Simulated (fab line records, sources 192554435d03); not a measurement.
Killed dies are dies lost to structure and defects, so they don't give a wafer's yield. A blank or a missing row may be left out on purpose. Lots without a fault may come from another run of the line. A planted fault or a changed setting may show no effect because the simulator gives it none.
Split-lot experiment | flow n5_finfet | 7 lots, 21 wafers read, on a route of 1938 steps

THE SPLIT
At N5_SD_EPI_N_PEB_07 (peb time 60 s), the setting peb_time_s was moved away from the recipe's 60 s on 9 of the 21 wafers read, by -21.8% to +16.2%. The other wafers ran this setting at the recipe's value.

FROM THE SPLIT TO THE READING: what the file shows between them, 1 step
- N5_SD_EPI_N_DEVELOP_08: develop time 30 s

THE READING
cd_nm, in nm, at N5_SD_EPI_N_CD_MEAS_09 (target cd 120 nm). Fault-free wafers of this fab line usually give 120.1 nm, standard deviation 0.61 nm.

wafer  | tool, chamber at the split | peb_time_s as run, s | against the recipe | cd_nm, nm | against lot-mates on the recipe
L074.1 | litho_track-03, 0          | 68.28                | +13.8%             | 123.6     | +3.8
L074.2 | litho_track-03, 0          | 60                   | recipe             | 119.8     | -
L074.3 | litho_track-03, 0          | 68.28                | +13.8%             | 124.2     | +4.4
L076.2 | litho_track-03, 0          | 60                   | recipe             | 121.1     | -
L076.3 | litho_track-03, 0          | 60                   | recipe             | 120.3     | -
L076.6 | litho_track-03, 0          | 69.74                | +16.2%             | 125.4     | +4.7
L078.4 | litho_track-05, 0          | 46.94                | -21.8%             | 110.7     | -8.8
L078.5 | litho_track-05, 0          | 46.94                | -21.8%             | 110.3     | -9.2
L078.6 | litho_track-05, 0          | 60                   | recipe             | 119.5     | -
L080.1 | litho_track-01, 0          | 60                   | recipe             | 120.0     | -
L080.3 | litho_track-01, 0          | 60                   | recipe             | 120.1     | -
L080.6 | litho_track-01, 0          | 60                   | recipe             | 119.6     | -
L084.1 | litho_track-03, 0          | 53.14                | -11.4%             | 115.7     | no lot-mate on the recipe
L084.2 | litho_track-03, 0          | 53.14                | -11.4%             | 115.5     | no lot-mate on the recipe
L084.4 | litho_track-03, 0          | 53.14                | -11.4%             | 116.7     | no lot-mate on the recipe
L089.2 | litho_track-01, 0          | 60                   | recipe             | 119.0     | -
L089.4 | litho_track-01, 0          | 60                   | recipe             | 119.5     | -
L089.6 | litho_track-01, 0          | 60                   | recipe             | 119.2     | -
L093.2 | litho_track-03, 0          | 60                   | recipe             | 120.8     | -
L093.5 | litho_track-03, 0          | 60                   | recipe             | 120.6     | -
L093.6 | litho_track-03, 0          | 63.66                | +6.1%              | 122.9     | +2.2

THE FIT
A straight line over all 21 wafers: cd_nm changes by +0.375 nm for each +1% of peb_time_s; r = +0.98; the points scatter about the line by 0.81 nm.
The same after taking each lot's own level away (the mean of its wafers on the recipe; 18 wafers): +0.366 nm for each +1%; r = +0.99; scatter 0.55 nm.
On that fit, the largest move of peb_time_s shifts the reading by 8 nm.
The lots' own levels span 119.23 to 120.70 nm, that is 2.4 times the standard deviation above.
So the lot-to-lot level changes the slope little: the two slopes agree.
Check: with one of the wafers moved furthest among these (-21.8%) left out of the fit, the line predicts -7.96 nm for it against its lot-mates. It came out at -8.8 nm against them.

OTHER SPLITS ON THESE WAFERS
These wafers also went through other splits before the reading. Each is held against what the fit with the lots' levels taken away leaves over:
other split on the same wafers | wafers away from the commonest value | r with cd_nm (lot level and that fit taken away)
N5_FIN_SAQP_ETCH_52 source_w   | 6                                    | -0.18
N5_FIN_CUT_CUT_ETCH_26 time_s  | 6                                    | +0.45
N5_DUMMY_GATE_COAT_09 spin_rpm | 10                                   | -0.51
N5_SD_EPI_N_COAT_33 spin_rpm   | 11                                   | +0.15

THE WHOLE CHAIN: every reading that the file lists as answering this split, in the file's order
step                   | what it does                                     | reading                                                         | change (the file's fit)               | r (the file's)
N5_SD_EPI_N_CD_MEAS_09 | target cd 120 nm                                 | cd_nm                                                           | +0.354 nm for each +1% of the setting | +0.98
N5_SD_EPI_N_DESCUM_14  | chemistry O2, time 7.9 s                         | SD_EPI_N.cd_nm (the simulator's own value, which no gauge read) | +0.353 nm for each +1% of the setting | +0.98
N5_SD_EPI_N_ETCH_35    | etches SOC in N2/H2, overetch 108 nm, time 486 s | SD_EPI_N.cd_nm (the simulator's own value, which no gauge read) | +0.333 nm for each +1% of the setting | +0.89

THE FILE'S OWN FIT
cd_nm changes by +0.354 nm for each +1% of peb_time_s, r = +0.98.
